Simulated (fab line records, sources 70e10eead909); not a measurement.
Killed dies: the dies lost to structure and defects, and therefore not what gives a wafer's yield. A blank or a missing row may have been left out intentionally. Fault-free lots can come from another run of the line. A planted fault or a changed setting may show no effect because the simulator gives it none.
Chamber matching -- flow nandHarc -- NHARC_A_CONTACT_ETCH_48 on rieDiel-06 has 4 sister chambers
The step etches the open film in CF4, target depth 39 nm, time 65 s. 30 wafers are shown with their chamber, then 12 later ones without.

WAFERS, EACH WITH ITS CHAMBER
wafer,chamber,drypumpMotorCurrentA (A),oesProductAu (a.u.),rfVppV (V)
L076.2,1,5.1,1.005,152.3
L076.5,2,6.3,1.010,152.5
L076.6,3,5.3,1.017,151.2
L079.2,3,5.3,1.012,151.3
L079.3,0,6.4,1.014,151.9
L079.5,0,6.4,1.003,153.2
L082.1,1,5.1,0.996,150.0
L082.2,0,6.4,1.006,150.6
L082.6,1,5.1,0.987,151.3
L080.1,2,6.3,1.017,152.7
L080.3,0,6.4,1.021,153.9
L080.6,2,6.3,1.020,152.5
L084.4,1,5.1,0.992,151.8
L084.5,1,5.1,0.994,151.3
L084.6,2,6.3,1.008,152.0
L085.1,1,5.0,1.002,149.6
L085.4,0,6.4,1.020,151.7
L085.6,2,6.3,1.005,151.3
L089.1,3,5.3,1.012,152.0
L089.3,1,5.0,1.000,150.1
L089.5,3,5.4,1.011,151.4
L090.2,1,5.1,0.997,149.7
L090.3,2,6.3,1.024,152.0
L090.6,1,5.1,0.992,150.5
L090.1,3,5.3,1.013,152.1
L090.4,0,6.4,1.012,150.7
L090.5,2,6.3,1.017,151.6
L091.2,2,6.3,1.024,150.4
L091.4,3,5.3,1.014,149.6
L091.5,2,6.3,1.032,153.3

SIGNATURES (averages over the wafers above)
reading,chamber 0,chamber 1,chamber 2,chamber 3,scatter within a chamber
drypumpMotorCurrentA,6.400,5.078,6.300,5.317,0.0303
oesProductAu,1.01267,0.99611,1.01744,1.01317,0.00663
rfVppV,152.000,150.733,152.033,151.267,1.01
Rule: a wafer lies at a distance from a chamber equal to the root of the sum of squares, over the readings, of (its reading less the chamber's mean, divided by the reading's scatter). If the next closest chamber is less than 2 further off than the closest, the wafer can't be placed; otherwise it belongs to the closest. The scatter is the square root of a quotient: the sum, over the shown wafers, of each reading's squared deviation from its chamber's mean, divided by wafers minus chambers.

WAFERS MISSING THEIR CHAMBER
wafer,drypumpMotorCurrentA (A),oesProductAu (a.u.),rfVppV (V)
L093.1,6.4,1.001,154.0
L093.4,6.3,1.008,153.1
L093.5,5.3,0.991,152.0
L095.2,5.0,0.978,151.4
L095.3,6.4,0.990,152.2
L095.6,5.3,0.996,152.4
L097.3,5.3,0.995,152.1
L097.4,6.3,0.997,152.1
L097.6,6.3,1.011,152.2
L097.1,6.4,0.993,150.6
L097.2,5.0,0.983,150.1
L097.5,5.3,1.000,149.1

EACH ONE'S CHAMBER
wafer,from the rows above,in truth
L093.1,can't be placed: 0 or 2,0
L093.4,can't be placed: 2 or 0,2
L093.5,3,3
L095.2,1,1
L095.3,can't be placed: 0 or 2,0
L095.6,3,3
L097.3,3,3
L097.4,can't be placed: 2 or 0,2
L097.6,2,2
L097.1,can't be placed: 0 or 2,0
L097.2,1,1
L097.5,3,3
Correctly placed: 7 of 12. Not placeable from these rows: 5 (in 5, the candidates include the true chamber). 0 placed wrongly.
